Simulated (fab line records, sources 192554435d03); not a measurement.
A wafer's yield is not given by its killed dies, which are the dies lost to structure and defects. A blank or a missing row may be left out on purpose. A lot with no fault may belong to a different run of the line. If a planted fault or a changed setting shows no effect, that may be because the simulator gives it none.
Split-lot experiment :: flow n5Finfet :: route with 1938 steps; 7 lots, 39 wafers read

ON THE SPLIT
At N5_GATE_CUT_ETCH_37 (etches SOC in N2/H2, target depth 60 nm, overetch 12 nm, time 90 s), the setting biasW was moved away from the recipe's 150 W on 15 of the 39 wafers read, by -17.5% to +15.8%. For the rest of the wafers, this setting stayed at what the recipe calls for.

The reading is taken at the split's own step.

THE READING
rfVppV, in V, at N5_GATE_CUT_ETCH_37 (etches SOC in N2/H2, target depth 60 nm, overetch 12 nm, time 90 s). Typical for fault-free wafers on this fab line: 524.2 V, with standard deviation 2.4 V.

wafer: L078.1
tool, chamber at the split: rieDiel-01, 0
biasW as run, W: 150
against the recipe: recipe
rfVppV, V: 522.7
against lot-mates on the recipe: -

wafer: L078.2
tool, chamber at the split: rieDiel-01, 1
biasW as run, W: 150
against the recipe: recipe
rfVppV, V: 522.9
against lot-mates on the recipe: -

wafer: L078.3
tool, chamber at the split: rieDiel-01, 2
biasW as run, W: 150
against the recipe: recipe
rfVppV, V: 520.4
against lot-mates on the recipe: -

wafer: L078.4
tool, chamber at the split: rieDiel-01, 3
biasW as run, W: 150
against the recipe: recipe
rfVppV, V: 522.1
against lot-mates on the recipe: -

wafer: L078.5
tool, chamber at the split: rieDiel-01, 3
biasW as run, W: 150
against the recipe: recipe
rfVppV, V: 524.1
against lot-mates on the recipe: -

wafer: L078.6
tool, chamber at the split: rieDiel-01, 0
biasW as run, W: 150
against the recipe: recipe
rfVppV, V: 522.3
against lot-mates on the recipe: -

wafer: L080.1
tool, chamber at the split: rieDiel-03, 1
biasW as run, W: 150
against the recipe: recipe
rfVppV, V: 521.1
against lot-mates on the recipe: -

wafer: L080.2
tool, chamber at the split: rieDiel-03, 3
biasW as run, W: 142.7
against the recipe: -4.9%
rfVppV, V: 509.4
against lot-mates on the recipe: -15.0

wafer: L080.3
tool, chamber at the split: rieDiel-03, 0
biasW as run, W: 150
against the recipe: recipe
rfVppV, V: 524.6
against lot-mates on the recipe: -

wafer: L080.4
tool, chamber at the split: rieDiel-03, 2
biasW as run, W: 142.7
against the recipe: -4.9%
rfVppV, V: 511.9
against lot-mates on the recipe: -12.5

wafer: L080.5
tool, chamber at the split: rieDiel-03, 3
biasW as run, W: 142.7
against the recipe: -4.9%
rfVppV, V: 508.1
against lot-mates on the recipe: -16.3

wafer: L080.6
tool, chamber at the split: rieDiel-03, 2
biasW as run, W: 150
against the recipe: recipe
rfVppV, V: 527.4
against lot-mates on the recipe: -

wafer: L086.1
tool, chamber at the split: rieDiel-03, 2
biasW as run, W: 150
against the recipe: recipe
rfVppV, V: 527.0
against lot-mates on the recipe: -

wafer: L086.2
tool, chamber at the split: rieDiel-03, 3
biasW as run, W: 150
against the recipe: recipe
rfVppV, V: 525.3
against lot-mates on the recipe: -

wafer: L086.3
tool, chamber at the split: rieDiel-03, 1
biasW as run, W: 157.5
against the recipe: +5.0%
rfVppV, V: 538.8
against lot-mates on the recipe: +12.1

wafer: L086.4
tool, chamber at the split: rieDiel-03, 0
biasW as run, W: 157.5
against the recipe: +5.0%
rfVppV, V: 539.6
against lot-mates on the recipe: +12.9

wafer: L086.5
tool, chamber at the split: rieDiel-03, 2
biasW as run, W: 150
against the recipe: recipe
rfVppV, V: 527.7
against lot-mates on the recipe: -

wafer: L086.6
tool, chamber at the split: rieDiel-03, 1
biasW as run, W: 157.5
against the recipe: +5.0%
rfVppV, V: 536.3
against lot-mates on the recipe: +9.6

wafer: L089.1
tool, chamber at the split: rieDiel-06, 2
biasW as run, W: 136.8
against the recipe: -8.8%
rfVppV, V: 492.0
against lot-mates on the recipe: -32.2

wafer: L089.2
tool, chamber at the split: rieDiel-06, 0
biasW as run, W: 136.8
against the recipe: -8.8%
rfVppV, V: 495.3
against lot-mates on the recipe: -28.9

wafer: L089.3
tool, chamber at the split: rieDiel-06, 1
biasW as run, W: 136.8
against the recipe: -8.8%
rfVppV, V: 497.0
against lot-mates on the recipe: -27.2

wafer: L089.4
tool, chamber at the split: rieDiel-06, 3
biasW as run, W: 150
against the recipe: recipe
rfVppV, V: 524.5
against lot-mates on the recipe: -

wafer: L089.5
tool, chamber at the split: rieDiel-06, 1
biasW as run, W: 150
against the recipe: recipe
rfVppV, V: 525.9
against lot-mates on the recipe: -

wafer: L089.6
tool, chamber at the split: rieDiel-06, 2
biasW as run, W: 150
against the recipe: recipe
rfVppV, V: 522.1
against lot-mates on the recipe: -

wafer: L093.1
tool, chamber at the split: rieDiel-01, 2
biasW as run, W: 123.8
against the recipe: -17.5%
rfVppV, V: 466.9
against lot-mates on the recipe: -55.7

wafer: L093.2
tool, chamber at the split: rieDiel-01, 3
biasW as run, W: 150
against the recipe: recipe
rfVppV, V: 523.5
against lot-mates on the recipe: -

wafer: L093.3
tool, chamber at the split: rieDiel-01, 1
biasW as run, W: 123.8
against the recipe: -17.5%
rfVppV, V: 462.8
against lot-mates on the recipe: -59.8

wafer: L093.4
tool, chamber at the split: rieDiel-01, 0
biasW as run, W: 150
against the recipe: recipe
rfVppV, V: 520.6
against lot-mates on the recipe: -

wafer: L093.5
tool, chamber at the split: rieDiel-01, 2
biasW as run, W: 123.8
against the recipe: -17.5%
rfVppV, V: 467.1
against lot-mates on the recipe: -55.5

wafer: L093.6
tool, chamber at the split: rieDiel-01, 3
biasW as run, W: 150
against the recipe: recipe
rfVppV, V: 523.6
against lot-mates on the recipe: -

wafer: L095.3
tool, chamber at the split: rieDiel-03, 0
biasW as run, W: 150
against the recipe: recipe
rfVppV, V: 523.1
against lot-mates on the recipe: -

wafer: L095.5
tool, chamber at the split: rieDiel-03, 2
biasW as run, W: 150
against the recipe: recipe
rfVppV, V: 526.8
against lot-mates on the recipe: -

wafer: L095.6
tool, chamber at the split: rieDiel-03, 1
biasW as run, W: 150
against the recipe: recipe
rfVppV, V: 520.2
against lot-mates on the recipe: -

wafer: L094.1
tool, chamber at the split: rieDiel-01, 1
biasW as run, W: 150
against the recipe: recipe
rfVppV, V: 523.1
against lot-mates on the recipe: -

wafer: L094.2
tool, chamber at the split: rieDiel-01, 2
biasW as run, W: 173.7
against the recipe: +15.8%
rfVppV, V: 578.3
against lot-mates on the recipe: +56.2

wafer: L094.3
tool, chamber at the split: rieDiel-01, 0
biasW as run, W: 173.7
against the recipe: +15.8%
rfVppV, V: 571.9
against lot-mates on the recipe: +49.8

wafer: L094.4
tool, chamber at the split: rieDiel-01, 3
biasW as run, W: 150
against the recipe: recipe
rfVppV, V: 521.5
against lot-mates on the recipe: -

wafer: L094.5
tool, chamber at the split: rieDiel-01, 3
biasW as run, W: 150
against the recipe: recipe
rfVppV, V: 521.8
against lot-mates on the recipe: -

wafer: L094.6
tool, chamber at the split: rieDiel-01, 0
biasW as run, W: 173.7
against the recipe: +15.8%
rfVppV, V: 569.7
against lot-mates on the recipe: +47.6

THE FIT
A straight line over all 39 wafers: rfVppV changes by +3.22 V for each +1% of biasW; r = +0.99; the points scatter about the line by 2.4 V.
The same after taking each lot's own level away (the mean of its wafers on the recipe; 39 wafers): +3.21 V for each +1%; r = +1.00; scatter 2.4 V.
The reading moves by 56 V for the largest change in biasW, on that fit.
Across the lots, their own levels run from 522.13 to 526.67 V, a range of 1.9 times the standard deviation given above.
Hence the lot-to-lot level has little effect on the slope; both slopes agree.
Check: with one of the wafers moved furthest among these (-17.5%) left out of the fit, the line predicts -56.6 V for it against its lot-mates. Against them it came out at -55.7 V.
Tool readings at the split's step, against how far the setting was moved: rfVppV r = +0.99.

THE WHOLE CHAIN: every reading that the file lists as answering this split, in the file's order
step: N5_GATE_CUT_ETCH_37
what it does: etches SOC in N2/H2, target depth 60 nm, overetch 12 nm, time 90 s
reading: rfVppV
change (the file's fit): +3.22 V for each +1% of the setting
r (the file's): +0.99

step: N5_GATE_CUT_ETCH_37
what it does: etches SOC in N2/H2, target depth 60 nm, overetch 12 nm, time 90 s
reading: SiARC_of_GATE_CUT_COAT_35.thkNm (the simulator's own value, which no gauge read)
change (the file's fit): -0.0497 nm for each +1% of the setting
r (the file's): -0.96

FILE'S OWN FIT
rfVppV changes by +3.22 V for each +1% of biasW, r = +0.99.
